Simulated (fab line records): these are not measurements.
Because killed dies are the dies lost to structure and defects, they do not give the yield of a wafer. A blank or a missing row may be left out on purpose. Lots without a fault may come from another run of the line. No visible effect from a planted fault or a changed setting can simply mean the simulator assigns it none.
Split-lot experiment ; flow n5 finfet ; 39 wafers read across 7 lots, on a route 1938 steps long

== ON THE SPLIT ==
At N5_BEOL_M5_TRENCH_ETCH_37 (etches SiCOH lowk in C4F6/O2, target depth 71.652 nm, time 24.7 s), the setting time s was moved away from the recipe's 24.7 s on 12 of the 39 wafers read, by -36.8% to +28.1%. For the rest of the wafers, this setting stayed at what the recipe calls for.

== FROM THE SPLIT TO THE READING: what the file shows between them, 13 steps ==
- N5_BEOL_M5_ETCH_41: etches SiCN in CH3F/O2, target depth 31.5 nm, time 56.7 s
- N5_BEOL_M5_STRIP_91: strips in N2/H2, time 10 s
- N5_BEOL_M5_OCD_MEAS_38
- N5_BEOL_M5_HM_STRIP_39: strips TiN in peroxide tin strip, target depth 25 nm, time 158 s
- N5_BEOL_M5_SRD_40: time 30 s
- N5_BEOL_M5_ECD_50: material Cu, target thk 300 nm
- N5_BEOL_M5_ANNEAL_51: time 90 s
- N5_BEOL_M5_CMP_52: polishes, stops on SiCOH lowk, t overpolish 6.9 s, target thk 62 nm
- N5_BEOL_M5_THK_MEAS_53: measures by xrf
- N5_BEOL_M5_PRE_CLEAN_77: time 15 s
- N5_BEOL_M5_CO_CAP_78: material Co, precursor CCTBA/H2, target thk 2 nm, time 102.1 s
- N5_BEOL_M5_PRE_CLEAN_55: time 15 s
- N5_BEOL_M5_DEP_56: deposits SiCN from 3MS/NH3, target thk 8 nm, time 14 s

== THE READING ==
M5_RS, in ohm/sq, at N5_BEOL_M5_RS_MEAS_57 (measures by four-point-probe). On this fab line, fault-free wafers typically give 0.387 ohm/sq with a standard deviation of 0.011 ohm/sq.

wafer;tool, chamber at the split;time s as run, s;against the recipe;M5_RS, ohm/sq;against lot-mates on the recipe
L080.1;rie diel-03, 2;24.7;recipe;0.429;-
L080.3;rie diel-03, 0;24.7;recipe;0.403;-
L080.4;rie diel-03, 3;24.7;recipe;0.401;-
L087.1;rie diel-02, 3;24.7;recipe;0.383;-
L087.2;rie diel-02, 0;15.62;-36.8%;0.763;+0.375
L087.3;rie diel-02, 2;24.7;recipe;0.394;-
L087.4;rie diel-02, 1;15.62;-36.8%;0.792;+0.404
L087.5;rie diel-02, 1;24.7;recipe;0.388;-
L087.6;rie diel-02, 0;15.62;-36.8%;0.815;+0.427
L086.1;rie diel-02, 1;20.28;-17.9%;0.506;+0.121
L086.2;rie diel-02, 3;24.7;recipe;0.380;-
L086.3;rie diel-02, 2;24.7;recipe;0.383;-
L086.4;rie diel-02, 0;20.28;-17.9%;0.529;+0.144
L086.5;rie diel-02, 0;24.7;recipe;0.392;-
L086.6;rie diel-02, 3;20.28;-17.9%;0.519;+0.134
L088.1;rie diel-03, 3;18.34;-25.7%;0.637;+0.260
L088.2;rie diel-03, 0;24.7;recipe;0.380;-
L088.3;rie diel-03, 2;24.7;recipe;0.377;-
L088.4;rie diel-03, 2;24.7;recipe;0.375;-
L088.5;rie diel-03, 3;18.34;-25.7%;0.634;+0.257
L088.6;rie diel-03, 0;18.34;-25.7%;0.609;+0.232
L093.1;rie diel-03, 0;31.63;+28.1%;0.275;-0.104
L093.2;rie diel-03, 2;24.7;recipe;0.384;-
L093.3;rie diel-03, 3;24.7;recipe;0.383;-
L093.4;rie diel-03, 2;24.7;recipe;0.370;-
L093.5;rie diel-03, 0;31.63;+28.1%;0.268;-0.111
L093.6;rie diel-03, 3;31.63;+28.1%;0.281;-0.098
L094.1;rie diel-04, 2;24.7;recipe;0.371;-
L094.2;rie diel-04, 1;24.7;recipe;0.382;-
L094.3;rie diel-04, 0;24.7;recipe;0.389;-
L094.4;rie diel-04, 3;24.7;recipe;0.390;-
L094.5;rie diel-04, 2;24.7;recipe;0.372;-
L094.6;rie diel-04, 3;24.7;recipe;0.387;-
L095.1;rie diel-03, 3;24.7;recipe;0.394;-
L095.2;rie diel-03, 2;24.7;recipe;0.380;-
L095.3;rie diel-03, 0;24.7;recipe;0.383;-
L095.4;rie diel-03, 0;24.7;recipe;0.370;-
L095.5;rie diel-03, 2;24.7;recipe;0.361;-
L095.6;rie diel-03, 3;24.7;recipe;0.391;-

FIT RESULTS
A straight line over all 39 wafers: M5_RS changes by -0.00821 ohm/sq for each +1% of time s; r = -0.94; the points scatter about the line by 0.044 ohm/sq.
The same after taking each lot's own level away (the mean of its wafers on the recipe; 39 wafers): -0.00816 ohm/sq for each +1%; r = -0.94; scatter 0.044 ohm/sq.
That fit puts the effect of the largest move of time s on the reading at 0.3 ohm/sq.
Across the lots, their own levels run from 0.3773 to 0.4110 ohm/sq, a range of 3.1 times the standard deviation given above.
The two slopes are in agreement: the lot-to-lot level therefore moves the slope only a little.
Check: with one of the wafers moved furthest among these (-36.8%) left out of the fit, the line predicts +0.31 ohm/sq for it against its lot-mates. Against them it came out at +0.375 ohm/sq.

== THE WHOLE CHAIN: every reading that the file lists as answering this split, in the file's order ==
step;what it does;reading;change (the file's fit);r (the file's)
N5_BEOL_M5_TRENCH_ETCH_37;etches SiCOH lowk in C4F6/O2, target depth 71.652 nm, time 24.7 s;etch.depth nm (the simulator's own value, which no gauge read);+0.725 nm for each +1% of the setting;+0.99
N5_BEOL_M5_TRENCH_ETCH_37;etches SiCOH lowk in C4F6/O2, target depth 71.652 nm, time 24.7 s;BEOL_M5.feature depth nm (the simulator's own value, which no gauge read);+0.725 nm for each +1% of the setting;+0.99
N5_BEOL_M5_OCD_MEAS_38;;trench depth nm;+0.723 nm for each +1% of the setting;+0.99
N5_BEOL_M5_CMP_52;polishes, stops on SiCOH lowk, t overpolish 6.9 s, target thk 62 nm;Cu_of_BEOL_M5_ECD_50.thk nm (the simulator's own value, which no gauge read);+0.738 nm for each +1% of the setting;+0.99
N5_BEOL_M5_THK_MEAS_53;measures by xrf;M5_THK;+0.736 for each +1% of the setting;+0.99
N5_BEOL_M5_RS_MEAS_57;measures by four-point-probe;M5_RS;-0.00849 for each +1% of the setting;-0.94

== THE FILE'S OWN FIT ==
M5_RS changes by -0.00849 ohm/sq for each +1% of time s, r = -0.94.
